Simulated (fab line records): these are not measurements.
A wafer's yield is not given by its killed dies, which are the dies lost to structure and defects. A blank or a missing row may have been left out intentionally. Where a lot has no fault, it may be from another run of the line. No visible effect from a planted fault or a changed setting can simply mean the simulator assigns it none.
Comparing a struck lot with a sound one | flow n5-finfet | 14 out of 1938 route steps
Sound: these wafers, L202.1, L202.5, L202.6. Struck: wafers L208.4, L208.6 (left out: L208.1, a lot-mate that was not struck); the cause follows at the end.
Per side, at each step with rows, come the tool, then ch with its chambers, and then its first start. Under that, the readings that differ: sound wafers | struck wafers | difference of the means | sigmas: that difference in standard deviations of wafers without a fault.
alike: same words and numbers on both sides, and readings whose means sit less than 2 such deviations apart. not compared: any withheld reading, any reading some wafer has no value for, any bound like >300 that may hide the same value, and any number with overlapping values for which the record gives no deviation.
A row with sigmas, a row that says differs or no value, or rows on one side alone: a step with any of these is where the two part. Non-overlapping numbers with no deviation appear without sigmas and do not part them. A reading missing from all wafers of one side parts the sides only when that side holds two or more wafers.

first, 2 steps without rows for these wafers: N5_BEOL_M12_PRECLEAN_39 (cleans in residue remover, time 60 s); N5_BEOL_M12_SRD_40 (time 30 s, dry time 30 s).
N5_BEOL_M12_DEGAS_41: time 60 s.
  sound: pvd-sputter-03 at day 10 20:38; struck: pvd-sputter-01 at day 12 02:14
  alike: heater-power-w
N5_BEOL_M12_PRE_CLEAN_42: time 30 s.
  sound: pvd-sputter-03 at day 10 20:41; struck: pvd-sputter-01 at day 12 02:16
  alike: heater-power-w
N5_BEOL_M12_SPUTTER_43: material TaN, target thk 15 nm, time 24.19 s.
  sound: pvd-sputter-03 at day 10 20:43; struck: pvd-sputter-01 at day 12 02:19
  alike: throttle-valve-pct
N5_BEOL_M12_SPUTTER_44: material Ta, target thk 10 nm, time 16.13 s.
  sound: pvd-sputter-03 at day 10 20:48; struck: pvd-sputter-01 at day 12 02:23
  alike: throttle-valve-pct
N5_BEOL_M12_SPUTTER_45: material Cu, target thk 80 nm, time 13.33 s.
  sound: pvd-sputter-03 at day 10 20:53; struck: pvd-sputter-01 at day 12 02:28
  alike: throttle-valve-pct
then, 3 steps without rows for these wafers: N5_BEOL_M12_ECD_47 (material Cu, target thk 720 nm); N5_BEOL_M12_ANNEAL_48 (time 90 s); N5_BEOL_M12_CMP_49 (polishes, stops on SiOC, t overpolish 20.6 s, target thk 320 nm).
N5_BEOL_M12_THK_MEAS_50: measures by xrf.
  sound: film-metro-01 at day 10 21:44; struck: film-metro-01 at day 12 03:20
  alike: M12_THK
then, 1 step without rows for these wafers: N5_BEOL_M12_PRE_CLEAN_52 (time 15 s).
N5_BEOL_M12_DEP_53: deposits SiCN from 3MS/NH3, target thk 30 nm, time 10.5 s.
  sound on pecvd-03 ch 1,2, day 10 21:47; struck on pecvd-03 ch 0,1, day 12 03:23
  reading                                   | sound        | struck    | difference | sigmas
  model.SiCN_of_BEOL_M12_DEP_53.thk-nm (nm) | 29.4 30.4 30 | 28.2 28.4 | -1.6       |
  alike: showerhead-plenum-p-Torr, throttle-valve-pct
  not compared: since-wet-clean-h
N5_BEOL_M12_RS_MEAS_54: measures by four-point-probe.
  sound: film-metro-02 at day 10 21:52; struck: film-metro-01 at day 12 03:28
  alike: M12_RS

## WHERE THEY PART
Nowhere in this record.

WHY: what the simulator had put in
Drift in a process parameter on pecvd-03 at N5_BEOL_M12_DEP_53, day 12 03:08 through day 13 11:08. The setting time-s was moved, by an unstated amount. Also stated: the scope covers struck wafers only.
